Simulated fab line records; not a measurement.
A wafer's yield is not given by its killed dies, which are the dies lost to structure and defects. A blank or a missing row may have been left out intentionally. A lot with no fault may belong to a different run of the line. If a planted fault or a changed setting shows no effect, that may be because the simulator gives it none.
fab line records | flow n5-finfet
record lots=7 wafers=39
route steps=1938 shown PMOS_HMC_CHANNEL_EPI@78 FIN_CUT@169 DUMMY_GATE@250 SD_EPI_N@278 SD_EPI_P@300 HKMG_FIN@388 PASSIVATION@1936
start-h: start of the lot's first displayed wafer, in hours after the record's first day | wait-h: hours from the lot's prior step to this one | " same as the row above | L1.1+2: a row that stands for several wafers | - no value, or no start was given | * or withheld: withheld | < > ~ a bound
route shown NAME@n: names a module that has steps shown in the file, with the first one's number in the route | usual: mean and standard deviation over wafers with no fault | same: alike in all rows | chamber/n: place in a boat | sites: per-site readings | _std_site: the standard deviation of these | _edge_site: inner sites' mean taken away from outer sites' mean | radius-mm: how far each site lies from the wafer's centre | mask NAME#n: copy n | behind: the most recent tool/chamber to have shaped the wafer | hold: cause of the lot's hold/its duration in hours/its outcome | device: the transistor (n, p or np) that didn't switch | end of line: the route-end tests of the same wafers | a step given without rows: its recipe and nothing more | killed: count of dies lost to structure and defects at first sort (not the wafer's yield) | map: dies across one wafer; x = killed, . = not, _ = none there
set.NAME: the setting as run; set.NAME@STEP: as run at that earlier step | model.NAME: the simulator's own value behind a step, which no gauge read
lots where settings were altered on purpose, with a table for each step and a row for each wafer
## steps
# step N5_PMOS_HMC_CHANNEL_EPI_EPI_20
# recipe material=SiGe30 mask-material=SiO2 pressure-torr=20 target-thk-a=590 temp-c=600
# step N5_FIN_CUT_ETCH_21
# recipe chemistry=N2/H2 target=SOC target-depth-a=2190 overetch-a=438 mask-material=SiARC temp-c=40 ion-energy-ev=100 bias-w=61 time-s=523.5 pressure-mtorr=30 source-w=850 n2-flow-sccm=200 h2-flow-sccm=200
# step N5_DUMMY_GATE_ETCH_42
# recipe chemistry=CHF3/O2 target=SiO2 target-depth-a=35 time-s=31 ion-energy-ev=30 bias-w=12 pressure-mtorr=30 source-w=600 Ar_flow_sccm=200 CHF3_flow_sccm=50 O2_flow_sccm=5
# step N5_SD_EPI_N_ETCH_45
# recipe chemistry=CH3F/O2 target=SiOCN target-depth-a=60 mask-material=SOC ion-energy-ev=60 bias-w=29 pressure-mtorr=15 source-w=410 Ar_flow_sccm=150 CH3F_flow_sccm=30 O2_flow_sccm=20
# step N5_SD_EPI_P_EXPOSE_06
# recipe mask-id=SD_P_BLK na=1.35 source-shape=conventional sigma-outer=0.8 polarization=unpolarized target-cd-nm=240 dose-mj=39.5
# step N5_HKMG_FIN_ALD_74
# recipe material=La2O3 target-thk-a=5 temp-c=250 ald-precursor-family=La-Cp ald-co-reactant=O3 pulse-time-s=6 co-reactant-pulse-time-s=1 purge-time-s=3 co-reactant-purge-time-s=3
# step N5_HKMG_FIN_ALD_91
# recipe material=TiN target-thk-a=10 temp-c=400 ald-precursor-family=TiCl4 ald-co-reactant=NH3 pulse-time-s=1 purge-time-s=3 co-reactant-purge-time-s=2 co-reactant-pulse-time-s=2 ald-cycles=47 pressure-torr=3
# step N5_PASSIVATION_PROBE_49
# usual defect-limited-yield=91.7/1.4 killed-dies=98/17 sort-n-pass=1073/41 sort-yield-pct=91/3.5
# columns lot.wafer tool chamber start-h wait-h set.temp-c@PMOS_HMC_CHANNEL_EPI_EPI_20 set.time-s@FIN_CUT_ETCH_21 set.bias-w@DUMMY_GATE_ETCH_42 set.target-depth-a@SD_EPI_N_ETCH_45 set.dose-mj@SD_EPI_P_EXPOSE_06 set.co-reactant-pulse-time-s@HKMG_FIN_ALD_74 set.ald-cycles@HKMG_FIN_ALD_91 defect-limited-yield[%] killed-dies sort-n-pass sort-yield-pct[%]
L075.1 prober-02 - 279.08 0.0 600 449.6 12 54.55 39.5 1 43 0 1180 0 0
L075.2 prober-02 - 279.13 0.1 600 449.6 12 60 39.5 0.7942 47 8.2 1083 97 8
L075.3 prober-02 - 279.18 0.1 597.7 523.5 12 54.55 39.5 1 47 92.9 84 1096 93
L075.4 prober-02 - 279.23 0.2 597.7 449.6 12 54.55 39.5 0.7942 43 1.0 1168 12 1
L075.5 prober-02 - 279.28 0.2 600 523.5 12 60 39.5 1 43 89.6 123 1057 90
L075.6 prober-02 - 279.33 0.3 597.7 523.5 12 60 39.5 0.7942 47 90.3 114 1066 90
L077.2 prober-01 - 287.66 0.1 600 523.5 12 60 39.5 1 47 92.8 85 1095 93
L077.5 prober-01 - 287.81 0.2 600 523.5 12 60 39.5 1 47 90.5 112 1068 91
L077.6 prober-01 - 287.86 0.3 600 523.5 12 60 39.5 1 47 91.2 104 1076 91
L081.1 prober-01 - 305.58 0.0 600 523.5 12 60 39.5 1 47 93.6 76 1104 94
L081.2 prober-01 - 305.63 0.1 600 523.5 9.764 64.64 39.5 0.7965 47 91.5 100 1080 92
L081.3 prober-01 - 305.68 0.1 600 523.5 9.764 60 39.5 0.7965 43 89.5 124 1056 89
L081.4 prober-01 - 305.73 0.2 600 523.5 12 64.64 39.5 1 43 92.3 91 1089 92
L081.5 prober-01 - 305.78 0.2 600 523.5 9.764 60 39.5 1 47 92.1 93 1086 92
L081.6 prober-01 - 305.83 0.3 600 523.5 12 64.64 39.5 0.7965 43 93.0 83 1097 93
L082.1 prober-02 - 324.11 0.0 600 523.5 12 60 39.5 1.129 45 92.0 94 1086 92
L082.2 prober-02 - 324.16 0.1 600 523.5 10.27 60 39.5 1 47 91.0 106 1071 91
L082.3 prober-02 - 324.21 0.1 600 605.1 10.27 60 40.83 1 45 93.3 79 1101 93
L082.4 prober-02 - 324.26 0.2 600 605.1 12 64.18 39.5 1.129 47 92.6 87 1093 93
L082.5 prober-02 - 324.31 0.2 600 523.5 12 64.18 40.83 1 47 93.9 72 1108 94
L082.6 prober-02 - 324.36 0.3 600 605.1 10.27 64.18 40.83 1.129 45 93.5 77 1103 93
L085.1 prober-02 - 331.86 0.0 605.6 523.5 12 60 40.93 1 47 92.4 90 1090 92
L085.2 prober-02 - 331.91 0.1 600 401.5 12 60 39.5 1.16 45 0 1180 0 0
L085.3 prober-02 - 331.96 0.1 605.6 523.5 12 60 40.93 1.16 45 90.3 114 1066 90
L085.4 prober-02 - 332.01 0.2 600 401.5 13.43 60 40.93 1 47 0 1180 0 0
L085.5 prober-02 - 332.06 0.2 605.6 401.5 13.43 60 39.5 1 45 0 1180 0 0
L085.6 prober-02 - 332.11 0.3 600 523.5 13.43 60 39.5 1.16 47 92.6 87 1093 93
L087.1 prober-02 - 342.05 0.0 600 523.5 12 60 39.5 1 44 90.3 114 1065 90
L087.2 prober-02 - 342.10 0.1 600 523.5 12 53.82 39.5 1.153 44 91.1 105 1075 91
L087.3 prober-02 - 342.15 0.1 600 523.5 12 53.82 39.5 1 47 92.3 91 1089 92
L087.4 prober-02 - 342.20 0.2 600 523.5 12 60 36.87 1.153 47 91.9 96 1084 92
L087.5 prober-02 - 342.25 0.2 600 523.5 12 53.82 36.87 1 44 93.6 76 1104 94
L087.6 prober-02 - 342.30 0.3 600 523.5 12 60 36.87 1.153 47 91.2 104 1076 91
L097.1 prober-02 - 427.44 0.0 600 567.5 12 60 39.5 1.181 43 91.3 103 1054 89
L097.2 prober-02 - 427.49 0.1 594.9 523.5 14.17 60 39.5 1 43 92.7 86 1094 93
L097.3 prober-02 - 427.54 0.1 600 523.5 12 60 39.5 1.181 47 90.8 109 1071 91
L097.4 prober-02 - 427.59 0.2 600 523.5 14.17 60 39.5 1 43 88.8 132 1048 89
L097.5 prober-02 - 427.64 0.2 594.9 567.5 12 60 39.5 1 47 90.8 109 1071 91
L097.6 prober-02 - 427.69 0.3 594.9 567.5 14.17 60 39.5 1.181 47 92.4 90 1090 92
# killed by level:class
L075.1 FIN_CUT:area-etch=1072 MOL_CONTACT_COAG:geometric-particle:open=15 STI_FIN_REVEAL:geometric-particle:open=14 BEOL_M0_SAQP:geometric-particle:short=11 BEOL_M3:geometric-particle:open=11 GATE_CUT:geometric-particle:short=7 GATE_CUT:geometric-particle:open=5 BEOL_M4:geometric-particle:open=5
L075.2 FIN_CUT:area-etch=983 MOL_CONTACT_COAG:geometric-particle:open=18 BEOL_M0_SAQP:geometric-particle:open=10 STI_FIN_REVEAL:geometric-particle:open=9 FIN_SAQP:geometric-particle:short=8 BEOL_M0_SAQP:geometric-particle:short=8 BEOL_M3:geometric-particle:open=7 FIN_SAQP:geometric-particle:open=6
L075.3 MOL_CONTACT_COAG:geometric-particle:open=11 BEOL_M0_SAQP:geometric-particle:short=8 STI_FIN_REVEAL:geometric-particle:open=6 GATE_CUT:geometric-particle:short=5 GATE_CUT:geometric-particle:open=5 BEOL_M0_SAQP:geometric-particle:open=5 BEOL_M3:geometric-particle:open=5 STARTING-WAFER:geometric-particle:open=5
L075.4 FIN_CUT:area-etch=1071 STI_FIN_REVEAL:geometric-particle:open=12 MOL_CONTACT_COAG:geometric-particle:open=12 FIN_SAQP:geometric-particle:open=11 BEOL_M0_SAQP:geometric-particle:open=7 BEOL_M0_SAQP:geometric-particle:short=7 BEOL_M3:geometric-particle:open=7 FIN_SAQP:geometric-particle:short=5
L075.5 HKMG_FIN:area-ald=23 MOL_CONTACT_COAG:geometric-particle:open=16 STI_FIN_REVEAL:geometric-particle:open=14 BEOL_M0_SAQP:geometric-particle:open=8 BEOL_M3:geometric-particle:open=5 STI_FIN_REVEAL:geometric-particle:short=4 DUMMY_GATE:geometric-particle:open=4 BEOL_M2:geometric-particle:open=4
L075.6 MOL_CONTACT_COAG:geometric-particle:open=14 STI_FIN_REVEAL:geometric-particle:open=11 BEOL_M4:geometric-particle:open=11 BEOL_M3:geometric-particle:open=9 HKMG_FIN:area-etch=9 BEOL_M0_SAQP:geometric-particle:open=8 BEOL_M0_SAQP:geometric-particle:short=7 FIN_SAQP:geometric-particle:short=5
L077.2 MOL_CONTACT_COAG:geometric-particle:open=14 FIN_SAQP:geometric-particle:open=10 BEOL_M2:geometric-particle:open=7 BEOL_M1:geometric-particle:open=6 GATE_CUT:geometric-particle:open=5 BEOL_M0_SAQP:geometric-particle:open=5 BEOL_M0_SAQP:geometric-particle:short=5 GATE_CUT:geometric-particle:short=4
L077.5 MOL_CONTACT_COAG:geometric-particle:open=15 BEOL_M0_SAQP:geometric-particle:short=13 BEOL_M0_SAQP:geometric-particle:open=10 MOL_CONTACT_COAG:geometric-particle:short=7 FIN_SAQP:geometric-particle:open=6 BEOL_M4:geometric-particle:open=6 FIN_SAQP:geometric-particle:short=5 STI_FIN_REVEAL:geometric-particle:short=4
L077.6 FIN_SAQP:geometric-particle:open=10 STI_FIN_REVEAL:geometric-particle:open=9 MOL_CONTACT_COAG:geometric-particle:open=8 BEOL_M0_SAQP:geometric-particle:open=8 BEOL_M2:geometric-particle:open=8 BEOL_M0_SAQP:geometric-particle:short=7 BEOL_M1:geometric-particle:open=6 FIN_SAQP:geometric-particle:short=4
L081.1 STI_FIN_REVEAL:geometric-particle:open=12 BEOL_M1:geometric-particle:open=8 BEOL_M0_SAQP:geometric-particle:open=5 FIN_SAQP:geometric-particle:short=4 BEOL_M2:geometric-particle:open=4 BEOL_M3:geometric-particle:open=4 FIN_SAQP:geometric-particle:open=3 MOL_CONTACT_COAG:geometric-particle:open=3
L081.2 BEOL_M0_SAQP:geometric-particle:short=24 BEOL_M0_SAQP:geometric-particle:open=9 BEOL_M3:geometric-particle:open=9 STI_FIN_REVEAL:geometric-particle:open=6 BEOL_M1:geometric-particle:open=5 FIN_SAQP:geometric-particle:short=4 BEOL_M1:geometric-particle:short=4 FIN_CUT:area-etch=4
L081.3 FIN_SAQP:geometric-particle:short=16 BEOL_M0_SAQP:geometric-particle:short=15 FIN_SAQP:geometric-particle:open=10 MOL_CONTACT_COAG:geometric-particle:open=9 BEOL_M0_SAQP:geometric-particle:open=8 FIN_CUT:area-etch=7 BEOL_M1:geometric-particle:open=6 BEOL_M2:geometric-particle:open=5
L081.4 BEOL_M1:geometric-particle:open=15 BEOL_M0_SAQP:geometric-particle:open=8 BEOL_M0_SAQP:geometric-particle:short=8 BEOL_M2:geometric-particle:open=7 BEOL_M3:geometric-particle:open=7 STI_FIN_REVEAL:geometric-particle:open=4 MOL_CONTACT_COAG:geometric-particle:open=3 BEOL_M0:geometric-particle:short=3
L081.5 STI_FIN_REVEAL:geometric-particle:open=12 BEOL_M0_SAQP:geometric-particle:open=11 MOL_CONTACT_COAG:geometric-particle:open=7 BEOL_M0_SAQP:geometric-particle:short=7 BEOL_M4:geometric-particle:open=7 FIN_SAQP:geometric-particle:open=6 BEOL_M1:geometric-particle:short=4 DUMMY_GATE:geometric-particle:open=3
L081.6 FIN_SAQP:geometric-particle:open=10 BEOL_M0_SAQP:geometric-particle:short=9 FIN_SAQP:geometric-particle:short=8 BEOL_M0_SAQP:geometric-particle:open=6 DUMMY_GATE:geometric-particle:open=5 MOL_CONTACT_COAG:geometric-particle:open=5 STI_FIN_REVEAL:geometric-particle:open=4 GATE_CUT:geometric-particle:open=3
L082.1 MOL_CONTACT_COAG:geometric-particle:open=15 BEOL_M2:geometric-particle:open=9 STI_FIN_REVEAL:geometric-particle:open=9 FIN_SAQP:geometric-particle:open=6 BEOL_M0_SAQP:geometric-particle:open=6 BEOL_M4:geometric-particle:open=6 FIN_SAQP:geometric-particle:short=5 GATE_CUT:geometric-particle:short=5
L082.2 MOL_CONTACT_COAG:geometric-particle:open=25 FIN_SAQP:geometric-particle:short=11 BEOL_M0_SAQP:geometric-particle:short=8 GATE_CUT:geometric-particle:open=6 MOL_CONTACT_COAG:geometric-particle:short=6 BEOL_M2:geometric-particle:open=6 GATE_CUT:geometric-particle:short=5 MIM_TOP_ETCH:geometric-particle:short=5
L082.3 MOL_CONTACT_COAG:geometric-particle:open=13 FIN_SAQP:geometric-particle:open=8 BEOL_M2:geometric-particle:open=7 BEOL_M4:geometric-particle:open=6 STI_FIN_REVEAL:geometric-particle:open=5 FIN_SAQP:geometric-particle:short=4 BEOL_M0_SAQP:geometric-particle:open=4 STI_FIN_REVEAL:geometric-particle:short=3
L082.4 BEOL_M2:geometric-particle:open=11 BEOL_M0_SAQP:geometric-particle:open=7 BEOL_M0_SAQP:geometric-particle:short=7 MOL_CONTACT_COAG:geometric-particle:open=6 BEOL_M3:geometric-particle:open=6 BEOL_M4:geometric-particle:open=6 BEOL_M3:geometric-particle:short=5 GATE_CUT:geometric-particle:short=4
L082.5 MOL_CONTACT_COAG:geometric-particle:open=15 BEOL_M2:geometric-particle:open=8 GATE_CUT:geometric-particle:short=7 STI_FIN_REVEAL:geometric-particle:open=6 BEOL_M0_SAQP:geometric-particle:short=5 BEOL_M5:geometric-particle:open=5 FIN_SAQP:geometric-particle:short=4 BEOL_M4:geometric-particle:open=3
L082.6 MOL_CONTACT_COAG:geometric-particle:open=8 BEOL_M3:geometric-particle:open=7 BEOL_M1:geometric-particle:open=6 BEOL_M2:geometric-particle:open=6 BEOL_M0_SAQP:geometric-particle:open=5 BEOL_M0_SAQP:geometric-particle:short=5 STARTING-WAFER:geometric-particle:short=5 FIN_SAQP:geometric-particle:short=4
L085.1 BEOL_M3:geometric-particle:open=11 BEOL_M2:geometric-particle:open=10 FIN_SAQP:geometric-particle:open=9 MOL_CONTACT_COAG:geometric-particle:open=6 FIN_SAQP:geometric-particle:short=5 GATE_CUT:geometric-particle:open=4 GATE_CUT:geometric-particle:short=4 BEOL_M6:geometric-particle:open=4
L085.2 FIN_CUT:area-etch=1103 MOL_CONTACT_COAG:geometric-particle:open=12 MOL_CONTACT_COAG:geometric-particle:short=6 BEOL_M2:geometric-particle:open=6 BEOL_M3:geometric-particle:open=5 BEOL_M6:geometric-particle:open=5 MIM_TOP_ETCH:geometric-particle:short=5 FIN_SAQP:geometric-particle:open=3
L085.3 BEOL_M1:geometric-particle:open=11 BEOL_M2:geometric-particle:open=11 STI_FIN_REVEAL:geometric-particle:open=10 BEOL_M0_SAQP:geometric-particle:open=10 BEOL_M0_SAQP:geometric-particle:short=9 BEOL_M3:geometric-particle:open=9 MOL_CONTACT_COAG:geometric-particle:open=7 FIN_SAQP:geometric-particle:open=6
L085.4 FIN_CUT:area-etch=1096 MOL_CONTACT_COAG:geometric-particle:open=12 BEOL_M4:geometric-particle:open=7 BEOL_M1:geometric-particle:open=6 GATE_CUT:geometric-particle:short=5 MOL_CONTACT_COAG:geometric-particle:short=5 BEOL_M0_SAQP:geometric-particle:short=5 BEOL_M0_SAQP:geometric-particle:open=5
L085.5 FIN_CUT:area-etch=1094 FIN_SAQP:geometric-particle:open=13 MOL_CONTACT_COAG:geometric-particle:open=9 BEOL_M2:geometric-particle:open=9 FIN_SAQP:geometric-particle:short=5 GATE_CUT:geometric-particle:short=5 BEOL_M3:geometric-particle:open=5 BEOL_M0_SAQP:geometric-particle:short=4
L085.6 MOL_CONTACT_COAG:geometric-particle:open=14 BEOL_M2:geometric-particle:open=13 BEOL_M3:geometric-particle:open=8 STI_FIN_REVEAL:geometric-particle:open=5 FIN_SAQP:geometric-particle:open=4 BEOL_M0_SAQP:geometric-particle:short=4 STARTING-WAFER:geometric-particle:short=4 MOL_CONTACT_COAG:geometric-particle:short=3
L087.1 BEOL_M1:geometric-particle:open=10 FIN_SAQP:geometric-particle:short=8 FIN_SAQP:geometric-particle:open=8 BEOL_M0:geometric-particle:short=8 BEOL_M0_SAQP:geometric-particle:short=7 BEOL_M2:geometric-particle:open=7 BEOL_M0_SAQP:geometric-particle:open=6 MOL_CONTACT_COAG:geometric-particle:open=5
L087.2 BEOL_M0_SAQP:geometric-particle:short=11 BEOL_M1:geometric-particle:open=11 BEOL_M4:geometric-particle:open=10 BEOL_M2:geometric-particle:open=7 FIN_SAQP:geometric-particle:short=5 GATE_CUT:geometric-particle:open=5 BEOL_M0_SAQP:geometric-particle:open=5 STI_FIN_REVEAL:geometric-particle:open=4
L087.3 MOL_CONTACT_COAG:geometric-particle:open=10 BEOL_M4:geometric-particle:open=10 FIN_SAQP:geometric-particle:short=9 FIN_SAQP:geometric-particle:open=6 BEOL_M0_SAQP:geometric-particle:short=6 DUMMY_GATE:geometric-particle:open=4 ILD0:geometric-particle:short=4 STARTING-WAFER:geometric-particle:short=4
L087.4 BEOL_M2:geometric-particle:open=9 BEOL_M4:geometric-particle:open=9 BEOL_M0_SAQP:geometric-particle:short=8 BEOL_M0_SAQP:geometric-particle:open=7 BEOL_M1:geometric-particle:open=6 FIN_SAQP:geometric-particle:open=5 MOL_CONTACT_COAG:geometric-particle:open=4 BEOL_M0:geometric-particle:short=4
L087.5 BEOL_M2:geometric-particle:open=11 FIN_SAQP:geometric-particle:short=7 DUMMY_GATE:geometric-particle:open=6 MOL_CONTACT_COAG:geometric-particle:open=5 BEOL_M0_SAQP:geometric-particle:open=5 BEOL_M2:geometric-particle:short=4 SPACER0:geometric-particle:open=3 ILD0:geometric-particle:open=3
L087.6 FIN_SAQP:geometric-particle:open=13 DUMMY_GATE:geometric-particle:open=9 BEOL_M2:geometric-particle:open=8 BEOL_M0_SAQP:geometric-particle:open=5 MOL_CONTACT_COAG:geometric-particle:open=5 BEOL_M1:geometric-particle:open=5 FIN_SAQP:geometric-particle:short=4 BEOL_M0_SAQP:geometric-particle:short=4
L097.1 HKMG_FIN:area-ald=22 FIN_SAQP:geometric-particle:open=15 FIN_SAQP:geometric-particle:short=12 BEOL_M3:geometric-particle:open=6 MOL_CONTACT_COAG:geometric-particle:open=4 BEOL_M0_SAQP:geometric-particle:open=4 BEOL_M1:geometric-particle:open=4 DUMMY_GATE:geometric-particle:open=3
L097.2 STI_FIN_REVEAL:geometric-particle:open=10 FIN_SAQP:geometric-particle:short=9 BEOL_M0_SAQP:geometric-particle:short=9 MOL_CONTACT_COAG:geometric-particle:open=7 BEOL_M0_SAQP:geometric-particle:open=7 FIN_SAQP:geometric-particle:open=6 DUMMY_GATE:geometric-particle:open=5 BEOL_M2:geometric-particle:open=4
L097.3 STI_FIN_REVEAL:geometric-particle:open=10 FIN_SAQP:geometric-particle:open=9 FIN_SAQP:geometric-particle:short=8 HKMG_FIN:area-etch=8 BEOL_M0_SAQP:geometric-particle:short=7 DUMMY_GATE:geometric-particle:open=6 BEOL_M5:geometric-particle:open=6 BEOL_M0_SAQP:geometric-particle:open=5
L097.4 HKMG_FIN:area-ald=40 STI_FIN_REVEAL:geometric-particle:open=16 FIN_SAQP:geometric-particle:open=14 BEOL_M0_SAQP:geometric-particle:short=11 BEOL_M3:geometric-particle:open=6 HKMG_FIN:area-etch=6 MOL_CONTACT_COAG:geometric-particle:open=4 BEOL_M2:geometric-particle:open=4
L097.5 FIN_SAQP:geometric-particle:short=17 FIN_SAQP:geometric-particle:open=16 BEOL_M3:geometric-particle:open=10 BEOL_M4:geometric-particle:open=9 MOL_CONTACT_COAG:geometric-particle:open=6 DUMMY_GATE:geometric-particle:open=5 BEOL_M0_SAQP:geometric-particle:short=5 BEOL_M0_SAQP:geometric-particle:open=5
L097.6 FIN_SAQP:geometric-particle:open=13 FIN_SAQP:geometric-particle:short=12 MOL_CONTACT_COAG:geometric-particle:open=7 BEOL_M0_SAQP:geometric-particle:short=7 BEOL_M0_SAQP:geometric-particle:open=6 BEOL_M2:geometric-particle:open=6 BEOL_M1:geometric-particle:open=4 STARTING-WAFER:geometric-particle:short=4
## key
split step=N5_PMOS_HMC_CHANNEL_EPI_EPI_20 setting=temp-c stated-as=600
response none clear
split step=N5_FIN_CUT_ETCH_21 setting=time-s stated-as=523.5
response step=N5_PASSIVATION_PROBE_49 reading=killed-dies slope=-39 per=1% together-with=all explained=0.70
response step=N5_PASSIVATION_PROBE_49 reading=defect-limited-yield slope=+3.3 per=1% together-with=all explained=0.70
response step=N5_PASSIVATION_PROBE_49 reading=sort-n-pass slope=+39 per=1% together-with=all explained=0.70
response step=N5_PASSIVATION_PROBE_49 reading=sort-yield-pct slope=+3.3 per=1% together-with=all explained=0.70
split step=N5_DUMMY_GATE_ETCH_42 setting=bias-w stated-as=12
response none clear
split step=N5_SD_EPI_N_ETCH_45 setting=target-depth-a stated-as=60
response none clear
split step=N5_SD_EPI_P_EXPOSE_06 setting=dose-mj stated-as=39.5
response none clear
split step=N5_HKMG_FIN_ALD_74 setting=co-reactant-pulse-time-s stated-as=1
response none clear
split step=N5_HKMG_FIN_ALD_91 setting=ald-cycles stated-as=47
response none clear
